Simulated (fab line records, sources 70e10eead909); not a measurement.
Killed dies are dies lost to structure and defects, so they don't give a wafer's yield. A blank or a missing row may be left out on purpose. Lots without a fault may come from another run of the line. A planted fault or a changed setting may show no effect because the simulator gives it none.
Chamber matching | flow nand_harc | NHARC_A_DECK1_JOINT_ETCHBACK_07 on rie_si-05: 4 sister chambers
The step etches the open film in HBr, target depth 105 nm, time 26.9 s. 4 wafers are shown with their chamber, then 9 later ones without.

WAFERS WITH THEIR CHAMBER
wafer  | chamber | drypump_motor_current_A (A)
L882.2 | 3       | 5.3
L886.1 | 1       | 5.5
L890.4 | 2       | 5.9
L890.5 | 0       | 5.3

WAFERS WITHOUT THEIR CHAMBER
wafer  | drypump_motor_current_A (A)
L894.2 | 5.4
L894.3 | 5.5
L894.5 | 5.5
L895.2 | 5.9
L895.3 | 5.3
L895.6 | 5.5
L897.2 | 5.9
L897.4 | 5.5
L897.5 | 5.9

WHICH CHAMBER EACH WENT THROUGH
wafer  | from the rows above          | in truth
L894.2 | can't be placed: 1 or 0 or 3 | 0
L894.3 | 1                            | 1
L894.5 | 1                            | 1
L895.2 | 2                            | 2
L895.3 | can't be placed: 0 or 3      | 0
L895.6 | 1                            | 1
L897.2 | 2                            | 2
L897.4 | 1                            | 1
L897.5 | 2                            | 2
Placed correctly: 7 of 9. Can't be placed from these rows: 2 (the true chamber is among the candidates in 2). Placed wrongly: 0.
How it was worked out, from the rows above alone: a wafer's distance from a chamber is the root of the sum, over the readings, of the square of ((its reading less the chamber's mean) divided by the reading's scatter). The wafer belongs to the nearest chamber; if the next one is less than 2 further off, it can't be placed. A chamber's mean is the mean of its shown wafers. The scatter: with one shown wafer a chamber, the root of the mean of the squares of how far each hidden wafer lies from its nearest shown one.
